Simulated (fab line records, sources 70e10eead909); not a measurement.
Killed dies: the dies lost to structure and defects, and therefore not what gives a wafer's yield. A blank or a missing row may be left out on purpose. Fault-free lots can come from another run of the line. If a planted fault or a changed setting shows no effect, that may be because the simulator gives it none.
Chamber matching	flow nand_harc	4 sister chambers for NHARC_A_STAIRCASE_CMP_450 on cmp-01
The step polishes SiO2, target thk 200 nm. 14 wafers are shown with their chamber, then 7 later ones without.

== WAFERS PAIRED WITH THEIR CHAMBERS ==
wafer	chamber	motor_current_A (A)
L074.1	1	11.7
L074.3	3	10.9
L074.5	2	14.7
L075.1	0	11.9
L075.2	2	14.2
L075.3	1	11.8
L075.4	3	11.1
L075.5	2	14.9
L075.6	3	11.1
L076.2	2	14.5
L076.3	1	11.8
L076.6	0	11.4
L086.2	0	11.3
L086.3	3	10.5

SIGNATURES (averages over the wafers above)
reading	chamber 0	chamber 1	chamber 2	chamber 3	scatter within a chamber
motor_current_A	11.533	11.767	14.575	10.900	0.268
Rule: for each reading, subtract the chamber's mean from the wafer's reading, divide by that reading's scatter and square the result; add these up over the readings and take the root, which gives the wafer's distance from the chamber. If the next closest chamber is less than 2 further off than the closest, the wafer can't be placed; otherwise it belongs to the closest. The scatter: the root of (the sum of the squares of (reading less its chamber's mean) over the shown wafers, divided by (wafers less chambers)).

== WAFERS WITH NO CHAMBER GIVEN ==
wafer	motor_current_A (A)
L086.5	14.6
L089.1	14.4
L089.3	11.0
L089.4	12.3
L096.1	15.0
L096.4	11.9
L096.6	11.3

== WHICH CHAMBER EACH ONE RAN IN ==
wafer	from the rows above	in truth
L086.5	2	2
L089.1	2	2
L089.3	can't be placed: 3 or 0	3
L089.4	can't be placed: 1 or 0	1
L096.1	2	2
L096.4	can't be placed: 1 or 0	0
L096.6	can't be placed: 0 or 3 or 1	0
Placed correctly: 3 of 7. Cannot be placed on the basis of these rows: 4; the candidates contain the true chamber in 4. Wrongly placed: 0.
